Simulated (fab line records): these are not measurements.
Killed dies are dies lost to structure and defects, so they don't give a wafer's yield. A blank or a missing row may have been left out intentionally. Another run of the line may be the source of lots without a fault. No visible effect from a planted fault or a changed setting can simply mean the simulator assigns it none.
Lot-split experiment | flow n5Finfet | on a route of 1938 steps: 7 lots, 21 wafers read

SPLIT DETAILS
At N5_FIN_SAQP_COAT_50 (time 60 s, resist thk 35 nm), the setting spinRpm was moved away from the recipe's 1500 rpm on 5 of the 21 wafers read, by +6.9% to +10.1%. For the rest of the wafers, this setting stayed at what the recipe calls for.

FROM THE SPLIT TO THE READING: what the file shows between them, 6 steps
- N5_FIN_SAQP_EXPOSE_13: exposes mask FIN CORE, target cd 35.6 nm (also split here: doseMj)
- N5_FIN_SAQP_PEB_14: peb time 60 s
- N5_FIN_SAQP_DEVELOP_15: develop time 30 s
- N5_FIN_SAQP_CD_MEAS_16: target cd 35.6 nm
- N5_FIN_SAQP_DESCUM_21: chemistry O2, time 7.9 s
- N5_FIN_SAQP_ETCH_51: etches SiARC in CF4, target depth 45.5 nm, time 75.8 s

THE READING
SiARC_of_FIN_SAQP_COAT_50.thkNm (the simulator's own value, which no gauge read), in nm, at N5_FIN_SAQP_ETCH_52 (etches SOC in N2/H2, target depth 100 nm, overetch 20 nm, time 150 s). The file does not state a usual value for it. Here, 16 wafers ran the recipe; their average is 29.26 nm with a standard deviation of 0.12 nm.

wafer  | tool, chamber at the split | spinRpm as run, rpm | against the recipe | SiARC_of_FIN_SAQP_COAT_50.thkNm, nm | against lot-mates on the recipe
L074.2 | lithoTrack-01, 0           | 1500                | recipe             | 29.27                               | -
L074.3 | lithoTrack-01, 0           | 1500                | recipe             | 29.2                                | -
L074.5 | lithoTrack-01, 0           | 1500                | recipe             | 29.14                               | -
L076.1 | lithoTrack-01, 0           | 1500                | recipe             | 29.24                               | -
L076.4 | lithoTrack-01, 0           | 1500                | recipe             | 29.31                               | -
L076.6 | lithoTrack-01, 0           | 1652                | +10.1%             | 27.68                               | -1.59
L077.1 | lithoTrack-01, 0           | 1500                | recipe             | 29.22                               | -
L077.4 | lithoTrack-01, 0           | 1500                | recipe             | 29.27                               | -
L077.6 | lithoTrack-01, 0           | 1500                | recipe             | 29.14                               | -
L081.3 | lithoTrack-03, 0           | 1500                | recipe             | 29.27                               | -
L081.4 | lithoTrack-03, 0           | 1607                | +7.1%              | 28.12                               | -1.15
L081.5 | lithoTrack-03, 0           | 1607                | +7.1%              | 28.12                               | -1.15
L092.1 | lithoTrack-01, 0           | 1603                | +6.9%              | 27.9                                | -1.08
L092.4 | lithoTrack-01, 0           | 1500                | recipe             | 28.98                               | -
L092.6 | lithoTrack-01, 0           | 1603                | +6.9%              | 28.03                               | -0.95
L094.2 | lithoTrack-03, 0           | 1500                | recipe             | 29.3                                | -
L094.5 | lithoTrack-03, 0           | 1500                | recipe             | 29.35                               | -
L094.6 | lithoTrack-03, 0           | 1500                | recipe             | 29.41                               | -
L097.1 | lithoTrack-02, 0           | 1500                | recipe             | 29.19                               | -
L097.3 | lithoTrack-02, 0           | 1500                | recipe             | 29.56                               | -
L097.5 | lithoTrack-02, 0           | 1500                | recipe             | 29.29                               | -

THE FIT
A straight line over all 21 wafers: SiARC_of_FIN_SAQP_COAT_50.thkNm changes by -0.167 nm for each +1% of spinRpm; r = -0.98; the points scatter about the line by 0.13 nm.
The same after taking each lot's own level away (the mean of its wafers on the recipe; 21 wafers): -0.156 nm for each +1%; r = -0.99; scatter 0.078 nm.
That fit puts the effect of the largest move of spinRpm on the reading at 1.6 nm.
The lots' own levels span 28.980 to 29.353 nm, that is 3.0 times the standard deviation above.
Hence the lot-to-lot level has little effect on the slope; both slopes agree.
Check: for one of the wafers moved furthest among these (+10.1%), held out of the fit, the line's prediction against its lot-mates is -1.57 nm. It came out at -1.59 nm against them.

ADDITIONAL SPLITS CARRIED BY THESE WAFERS
Note: prior to the reading, these wafers also went through further splits. Each is held against what the fit with the lots' levels taken away leaves over:
other split on the same wafers      | wafers away from the commonest value | r with SiARC_of_FIN_SAQP_COAT_50.thkNm (lot level and that fit taken away)
N5_ZERO_LAYER_PECVD_02 timeS        | 7                                    | +0.20
N5_ZERO_LAYER_EXPOSE_08 doseMj      | 5                                    | +0.21
N5_WELL_APT_PEB_23 pebTempC         | 8                                    | -0.25
N5_WELL_APT_DEVELOP_24 developTimeS | 6                                    | +0.03
N5_FIN_SAQP_EXPOSE_13 doseMj        | 8                                    | +0.01

THE WHOLE CHAIN: every reading that the file lists as answering this split, in the file's order
step                | what it does                                                         | reading                                                                            | change (the file's fit)               | r (the file's)
N5_FIN_SAQP_COAT_50 | time 60 s, resist thk 35 nm                                          | SiARC_of_FIN_SAQP_COAT_50.thkNm (the simulator's own value, which no gauge read)   | -0.17 nm for each +1% of the setting  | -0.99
N5_FIN_SAQP_ETCH_51 | etches SiARC in CF4, target depth 45.5 nm, time 75.8 s               | etch.depthNm (the simulator's own value, which no gauge read)                      | -0.17 nm for each +1% of the setting  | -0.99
N5_FIN_SAQP_ETCH_51 | etches SiARC in CF4, target depth 45.5 nm, time 75.8 s               | CAR-ArF_of_FIN_SAQP_COAT_10.thkNm (the simulator's own value, which no gauge read) | +0.174 nm for each +1% of the setting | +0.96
N5_FIN_SAQP_ETCH_52 | etches SOC in N2/H2, target depth 100 nm, overetch 20 nm, time 150 s | SiARC_of_FIN_SAQP_COAT_50.thkNm (the simulator's own value, which no gauge read)   | -0.156 nm for each +1% of the setting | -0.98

FILE'S OWN FIT
SiARC_of_FIN_SAQP_COAT_50.thkNm changes by -0.156 nm for each +1% of spinRpm, r = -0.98.
